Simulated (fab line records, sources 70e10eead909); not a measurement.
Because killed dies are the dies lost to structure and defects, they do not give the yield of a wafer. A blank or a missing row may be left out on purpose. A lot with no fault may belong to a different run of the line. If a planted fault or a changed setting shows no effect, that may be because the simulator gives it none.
8D (eight disciplines) problem report, filled in by code + flow nandHarc + the parts of the form that need people (team, actions taken, sign-off) are left out

1. THE ISSUE
runLengthS at NHARC_A_CONTACT_ETCH_90 reads a mean of 79.4 s on 3 wafers of 3 lots; wafers without a fault read 107.1 s with a standard deviation of 0.38. Relative to the usual mean, that is a shift of -73 standard deviations.
The step: etches the open film in CH3F/O2, target depth 40 nm, time 85.7 s.
Earliest sighting: wafer L706.4 on rieDiel-10 at day 17 19:18. The record has a number at this step for 42 wafers belonging to 15 lots. Rule for "out", or "out of limits": more than 4 standard deviations from the usual mean. The rest of the wafers with a number are treated as sound.

2. WHAT THIS IS AND IS NOT
| question                    | is                     | is not                                                                                                               |
|-----------------------------|------------------------|----------------------------------------------------------------------------------------------------------------------|
| which readings at this step | runLengthS             | ch3fFlowSccm, oesProductAu, rfVppV, showerheadPlenumPTorr, throttleValvePct                                          |
| which lots                  | L706, L707, L708       | L700, L701, L702, L703, L704, L705, L716, L718, L719, L720, L721, L722                                               |
| which wafers of those lots  | L706.4, L707.3, L708.4 | L706.1, L707.2, L708.1                                                                                               |
| read on which tools         | rieDiel-10             | rieDiel-02, rieDiel-09                                                                                               |
| when                        | from day 17 19:18      | up to then (16 sound wafers); but 23 sound wafers of L703, L707, L708, L716, L718, L719, L720, L721, L722 came after |

3. WHAT RULES OUT EACH SUSPECT
Counting: any tool at a process step up to the reading remains a suspect provided it ran every lot that is out. Sound lots after the first of them don't rule it out here, since some wafers of a struck lot are sound.
- harCapEtch-02 at NHARC_A_CONTACT_ETCH_114 (etches the open film in C4F8/O2/Ar, time 94 s, target depth 922 nm): kept. It ran every lot that is out, first L706 (day 17 17:52); its last sound lot up to then is L704 (day 17 07:50).
- harCapEtch-02 at NHARC_A_CONTACT_ETCH_116 (etches the open film in C4F8/O2/Ar, time 94 s, target depth 922 nm): kept. It ran every lot that is out, first L706 (day 17 18:03); its last sound lot up to then is L704 (day 17 08:01).
- harCapEtch-02 at NHARC_A_CONTACT_ETCH_119 (etches the open film in C4F8/O2/Ar, time 94 s, target depth 922 nm): kept. It ran every lot that is out, first L706 (day 17 18:19); its last sound lot up to then is L704 (day 17 08:17).
- rieDiel-10 at NHARC_A_CONTACT_ETCH_90 (etches the open film in CH3F/O2, target depth 40 nm, time 85.7 s): kept. It ran every lot that is out, first L706 (day 17 19:18); its last sound lot up to then is L705 (day 17 13:45). Out on those wafers are its own readings of runLengthS.
Left after counting: harCapEtch-02 at NHARC_A_CONTACT_ETCH_114, harCapEtch-02 at NHARC_A_CONTACT_ETCH_116, harCapEtch-02 at NHARC_A_CONTACT_ETCH_119, rieDiel-10 at NHARC_A_CONTACT_ETCH_90.

4. THE CAUSE (what the simulator had put in)
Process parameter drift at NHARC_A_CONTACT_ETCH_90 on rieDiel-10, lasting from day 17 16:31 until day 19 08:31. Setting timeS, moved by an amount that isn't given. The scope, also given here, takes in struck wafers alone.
This tool is one of the 4 suspects left after counting.

5. THE CHAIN OF EFFECTS, in route order
Each row: a reading whose mean over the struck wafers that have a number lies more than 3 standard deviations from the usual. Only readings for which the record gives a usual standard deviation are gone through. hours: the time from each lot's start at the first step in this table that gives one to its start at this step, as a median over the lots. sigmas: the change in usual standard deviations.
| hours | step                    | reading    | usual   | on struck wafers | change | sigmas |
|-------|-------------------------|------------|---------|------------------|--------|--------|
| 0     | NHARC_A_CONTACT_ETCH_90 | runLengthS | 107.1 s | 79.4             | -27.7  | -73    |
Its process steps:
- NHARC_A_CONTACT_ETCH_90: etches the open film in CH3F/O2, target depth 40 nm, time 85.7 s.

6. WHAT WOULD HAVE CAUGHT IT SOONER
3 hours passed between the start of the fault at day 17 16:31 and the first reading out of limits in this record, taken at day 17 19:18.
